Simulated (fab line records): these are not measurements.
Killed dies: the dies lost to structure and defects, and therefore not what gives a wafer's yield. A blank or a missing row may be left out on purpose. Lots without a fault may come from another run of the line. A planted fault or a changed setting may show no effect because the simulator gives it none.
Matching of chambers | flow n5 finfet | N5_GATE_CUT_ETCH_58 on rie diel-06 has 4 sister chambers
The step etches SiNx in CH3F/O2, target depth 17 nm, time 128.6 s. 16 wafers are shown with their chamber, then 8 later ones without.

## WAFERS WITH THEIR CHAMBER
wafer  | chamber | drypump motor current A (A) | showerhead plenum p Torr (Torr) | throttle valve pct (%)
L075.2 | 0       | 5.1                         | 1.92                            | 16.29
L075.4 | 3       | 6.5                         | 2.08                            | 16.07
L075.5 | 1       | 6.6                         | 2.12                            | 15.88
L080.1 | 0       | 5.1                         | 1.92                            | 16.31
L080.2 | 3       | 6.5                         | 2.08                            | 16.08
L080.4 | 2       | 5.9                         | 1.96                            | 16.58
L085.2 | 3       | 6.5                         | 2.07                            | 16.11
L085.3 | 0       | 5.1                         | 1.91                            | 16.32
L085.6 | 0       | 5.1                         | 1.91                            | 16.33
L087.2 | 2       | 5.9                         | 1.96                            | 16.58
L087.4 | 3       | 6.5                         | 2.07                            | 16.11
L087.6 | 0       | 5.2                         | 1.91                            | 16.34
L088.1 | 3       | 6.5                         | 2.07                            | 16.10
L088.2 | 0       | 5.1                         | 1.91                            | 16.36
L088.5 | 2       | 5.8                         | 1.96                            | 16.57
L089.1 | 1       | 6.6                         | 2.11                            | 15.91

SIGNATURES (means of the wafers above)
reading                  | chamber 0 | chamber 1 | chamber 2 | chamber 3 | scatter within a chamber
drypump motor current A  | 5.117     | 6.600     | 5.867     | 6.500     | 0.0354
showerhead plenum p Torr | 1.9133    | 2.1150    | 1.9600    | 2.0740    | 0.00503
throttle valve pct       | 16.3250   | 15.8950   | 16.5767   | 16.0940   | 0.02
Rule: a wafer lies at a distance from a chamber equal to the root of the sum of squares, over the readings, of (its reading less the chamber's mean, divided by the reading's scatter). The wafer belongs to the nearest chamber; if the next one is less than 2 further off, it can't be placed. The scatter is the square root of a quotient: the sum, over the shown wafers, of each reading's squared deviation from its chamber's mean, divided by wafers minus chambers.

## WAFERS WHOSE CHAMBER IS MISSING
wafer  | drypump motor current A (A) | showerhead plenum p Torr (Torr) | throttle valve pct (%)
L089.5 | 5.2                         | 1.91                            | 16.34
L089.6 | 6.6                         | 2.11                            | 15.90
L092.1 | 5.2                         | 1.91                            | 16.35
L092.2 | 6.6                         | 2.11                            | 15.93
L092.5 | 5.2                         | 1.91                            | 16.36
L097.1 | 6.4                         | 2.07                            | 16.15
L097.4 | 6.4                         | 2.07                            | 16.14
L097.5 | 6.6                         | 2.11                            | 15.95

## WHICH CHAMBER EACH WENT THROUGH
wafer  | from the rows above | in truth
L089.5 | 0                   | 0
L089.6 | 1                   | 1
L092.1 | 0                   | 0
L092.2 | 1                   | 1
L092.5 | 0                   | 0
L097.1 | 3                   | 3
L097.4 | 3                   | 3
L097.5 | 1                   | 1
8 of 8 placed correctly. Can't be placed from these rows: 0. 0 placed wrongly.
